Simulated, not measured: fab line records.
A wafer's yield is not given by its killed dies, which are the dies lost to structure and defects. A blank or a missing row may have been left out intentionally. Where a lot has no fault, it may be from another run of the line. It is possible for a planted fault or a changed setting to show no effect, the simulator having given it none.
Chamber matching + flow nand_harc + 3 sister chambers for NHARC_P_M0_PRE_CLEAN_31 on pecvd-02
The step time 12 s. 24 wafers are shown with their chamber, then 12 later ones without.

## EACH WAFER AND ITS CHAMBER
| wafer  | chamber | heater_power_w (W) |
|--------|---------|--------------------|
| L074.1 | 0       | 636                |
| L074.2 | 2       | 630                |
| L074.4 | 1       | 620                |
| L075.3 | 1       | 618                |
| L075.5 | 2       | 574                |
| L075.6 | 1       | 615                |
| L082.1 | 2       | 664                |
| L082.4 | 2       | 653                |
| L082.5 | 1       | 594                |
| L084.2 | 0       | 635                |
| L084.5 | 0       | 661                |
| L084.6 | 2       | 591                |
| L085.1 | 1       | 506                |
| L085.2 | 2       | 681                |
| L085.4 | 0       | 569                |
| L087.1 | 1       | 547                |
| L087.4 | 1       | 538                |
| L087.6 | 0       | 589                |
| L088.4 | 0       | 670                |
| L088.5 | 1       | 597                |
| L088.6 | 2       | 663                |
| L090.1 | 1       | 615                |
| L090.2 | 0       | 663                |
| L090.6 | 2       | 654                |

SIGNATURES (means of the wafers above)
| reading        | chamber 0 | chamber 1 | chamber 2 | scatter within a chamber |
|----------------|-----------|-----------|-----------|--------------------------|
| heater_power_w | 631.86    | 583.33    | 638.75    | 39.8                     |
Rule: for each reading, subtract the chamber's mean from the wafer's reading, divide by that reading's scatter and square the result; add these up over the readings and take the root, which gives the wafer's distance from the chamber. If the next closest chamber is less than 2 further off than the closest, the wafer can't be placed; otherwise it belongs to the closest. The scatter: the root of (the sum of the squares of (reading less its chamber's mean) over the shown wafers, divided by (wafers less chambers)).

## WAFERS WITHOUT THEIR CHAMBER
| wafer  | heater_power_w (W) |
|--------|--------------------|
| L091.1 | 579                |
| L091.2 | 684                |
| L091.3 | 603                |
| L093.2 | 552                |
| L093.3 | 587                |
| L093.4 | 565                |
| L094.2 | 656                |
| L094.3 | 590                |
| L094.5 | 670                |
| L096.2 | 563                |
| L096.4 | 549                |
| L096.5 | 605                |

## WHICH CHAMBER EACH WENT THROUGH
| wafer  | from the rows above          | in truth |
|--------|------------------------------|----------|
| L091.1 | can't be placed: 1 or 0 or 2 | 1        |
| L091.2 | can't be placed: 2 or 0 or 1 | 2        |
| L091.3 | can't be placed: 1 or 0 or 2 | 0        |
| L093.2 | can't be placed: 1 or 0 or 2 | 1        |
| L093.3 | can't be placed: 1 or 0 or 2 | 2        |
| L093.4 | can't be placed: 1 or 0 or 2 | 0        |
| L094.2 | can't be placed: 2 or 0 or 1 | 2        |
| L094.3 | can't be placed: 1 or 0 or 2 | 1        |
| L094.5 | can't be placed: 2 or 0 or 1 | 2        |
| L096.2 | can't be placed: 1 or 0 or 2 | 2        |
| L096.4 | can't be placed: 1 or 0 or 2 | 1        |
| L096.5 | can't be placed: 1 or 0 or 2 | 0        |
0 of 12 placed correctly. These rows do not allow placing 12 (true chamber among the candidates in 12). 0 placed wrongly.
